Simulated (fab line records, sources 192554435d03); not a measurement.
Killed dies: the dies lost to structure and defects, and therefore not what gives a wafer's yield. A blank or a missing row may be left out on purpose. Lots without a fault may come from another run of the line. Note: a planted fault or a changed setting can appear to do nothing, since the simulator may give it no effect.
One fault through the eyes of 2 desks | flow n5Finfet | numbers are kept per desk, each desk with only its own; the story behind them comes last

== THE METROLOGY DESK ==
Lot by lot, what the gauges showed, no matter which tool ran the lot: averages of those sampled wafers that carry a number. A lot is out of limits, marked OUT, if its mean lies more than 4 standard deviations from the usual mean; the brackets give that distance. Readings shown: 7 of its 11, picked as those furthest out on some lot.
Columns: A = DIBL_N at N5_BEOL_M4_RC_MEAS_101, usual 36.6 mV/V; B = DIBL_P at N5_BEOL_M4_RC_MEAS_101, usual 36.5 mV/V; C = IOFF_P at N5_BEOL_M4_RC_MEAS_101, usual 0.22 nA/um; D = ION_P at N5_BEOL_M4_RC_MEAS_101, usual 461 uA/um; E = SS_N at N5_BEOL_M4_RC_MEAS_101, usual 71.7 mV/dec; F = SS_P at N5_BEOL_M4_RC_MEAS_101, usual 73.4 mV/dec; G = VT_P at N5_BEOL_M4_RC_MEAS_101, usual -250 mV
lot  | first seen here | A    | B    | C    | D   | E    | F    | G
L945 | day 8 06:35     | 35.4 | 36.5 | 0.19 | 455 | 71.3 | 72.6 | -254
L946 | day 8 10:10     | 34.5 | 33.4 | 0.20 | 466 | 70.3 | 72.9 | -250
L947 | day 8 13:37     | 38.8 | 37.3 | 0.23 | 460 | 72.8 | 74.1 | -251
L954 | day 9 15:33     | 36.3 | 36.5 | 0.24 | 473 | 71.9 | 73.7 | -246
L958 | day 11 12:45    | 35.9 | 37.0 | 0.23 | 466 | 71.4 | 73.6 | -248
L960 | day 11 12:52    | 35.8 | 36.0 | 0.20 | 455 | 71.3 | 73.2 | -251
L962 | day 11 20:01    | 36.9 | 36.7 | 0.21 | 464 | 71.7 | 73.7 | -250
L964 | day 12 03:15    | 37.0 | 37.5 | 0.24 | 466 | 71.7 | 73.3 | -247
L965 | day 12 04:08    | 36.2 | 36.3 | 0.20 | 451 | 71.7 | 73.7 | -254
L966 | day 13 09:12    | 38.1 | 39.9 | 0.28 | 467 | 71.8 | 74.5 | -249
L968 | day 13 17:54    | 37.1 | 35.0 | 0.19 | 461 | 72.0 | 73.5 | -252
Result from this desk: across the 11 lots, nothing is out of limits.

== FOR THE TOOL OWNER'S DESK: cvdCo-02 ==
The tool's own readings at N5_BEOL_M3_CVD_47 (deposits Co from CCTBA/H2, target thk 3 nm, time 223.8 s): means of the sampled wafers that have a number, for each lot that ran on this tool. A lot is out of limits, marked OUT, if its mean lies more than 4 standard deviations from the usual mean; the brackets give that distance.
Columns: A = runLengthS at N5_BEOL_M3_CVD_47, usual 246.6 s
lot  | first seen here | A
L945 | day 8 07:56     | 246.7
L946 | day 8 10:58     | 246.8
L954 | day 9 16:16     | 272.2 (+40) OUT
L962 | day 11 22:21    | 245.9
L966 | day 13 09:52    | 245.9
L968 | day 13 18:34    | 246.0
Finding of this desk: L954 out of limits; the first was L954 at day 9 16:16, on runLengthS at N5_BEOL_M3_CVD_47. L945, L946, L962, L966, L968 stayed within limits.

== BROUGHT TOGETHER ==
At day 9 16:16, on L954, the tool owner's desk was in a position to raise an alarm.
Nothing out of limits was seen by the metrology desk.
The metrology desk has L954 on record, within its limits.
Of the lots named, all ran N5_BEOL_M3_CVD_47 on cvdCo-02.

== WHAT THE SIMULATOR HAD INSERTED ==
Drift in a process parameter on cvdCo-02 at N5_BEOL_M3_CVD_47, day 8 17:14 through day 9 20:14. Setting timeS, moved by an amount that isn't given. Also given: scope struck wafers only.
Struck lots among those shown: L954.
Each desk's first reading out of limits, in hours after the fault started: the tool owner's desk, 23.
